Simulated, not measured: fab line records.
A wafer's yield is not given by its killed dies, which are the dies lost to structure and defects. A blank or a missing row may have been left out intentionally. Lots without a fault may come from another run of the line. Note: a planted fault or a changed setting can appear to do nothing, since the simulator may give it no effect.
Chamber matching / flow n5_finfet / N5_BEOL_M11_STRIP_36 on rie_diel-04: 4 sister chambers
The step strips in N2/H2. 4 wafers are shown with their chamber, then 12 later ones without.

== EACH WAFER AND ITS CHAMBER ==
wafer=L086.6; chamber=0; showerhead_plenum_p_Torr (Torr)=2.49
wafer=L090.1; chamber=3; showerhead_plenum_p_Torr (Torr)=2.63
wafer=L091.4; chamber=1; showerhead_plenum_p_Torr (Torr)=2.45
wafer=L091.5; chamber=2; showerhead_plenum_p_Torr (Torr)=2.61

== WAFERS MISSING THEIR CHAMBER ==
wafer=L092.4; showerhead_plenum_p_Torr (Torr)=2.48
wafer=L092.5; showerhead_plenum_p_Torr (Torr)=2.44
wafer=L092.6; showerhead_plenum_p_Torr (Torr)=2.61
wafer=L097.2; showerhead_plenum_p_Torr (Torr)=2.61
wafer=L097.3; showerhead_plenum_p_Torr (Torr)=2.44
wafer=L097.5; showerhead_plenum_p_Torr (Torr)=2.48
wafer=L094.1; showerhead_plenum_p_Torr (Torr)=2.44
wafer=L094.2; showerhead_plenum_p_Torr (Torr)=2.48
wafer=L094.4; showerhead_plenum_p_Torr (Torr)=2.61
wafer=L096.3; showerhead_plenum_p_Torr (Torr)=2.62
wafer=L096.4; showerhead_plenum_p_Torr (Torr)=2.60
wafer=L096.5; showerhead_plenum_p_Torr (Torr)=2.60

== CHAMBER TAKEN BY EACH ==
wafer=L092.4; from the rows above=0; in truth=0
wafer=L092.5; from the rows above=1; in truth=1
wafer=L092.6; from the rows above=2; in truth=2
wafer=L097.2; from the rows above=2; in truth=2
wafer=L097.3; from the rows above=1; in truth=1
wafer=L097.5; from the rows above=0; in truth=0
wafer=L094.1; from the rows above=1; in truth=1
wafer=L094.2; from the rows above=0; in truth=0
wafer=L094.4; from the rows above=2; in truth=2
wafer=L096.3; from the rows above=can't be placed: 3 or 2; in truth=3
wafer=L096.4; from the rows above=2; in truth=2
wafer=L096.5; from the rows above=2; in truth=2
Placed correctly: 11 of 12. Not placeable from these rows: 1 (in 1, the candidates include the true chamber). 0 placed wrongly.
How it was worked out, from the rows above alone: a wafer's distance from a chamber is the root of the sum, over the readings, of the square of ((its reading less the chamber's mean) divided by the reading's scatter). If the next closest chamber is less than 2 further off than the closest, the wafer can't be placed; otherwise it belongs to the closest. Each chamber's mean is taken over the wafers shown for it. The scatter (one wafer shown for each chamber): square how far every hidden wafer sits from the nearest shown wafer, average those squares and take the square root.
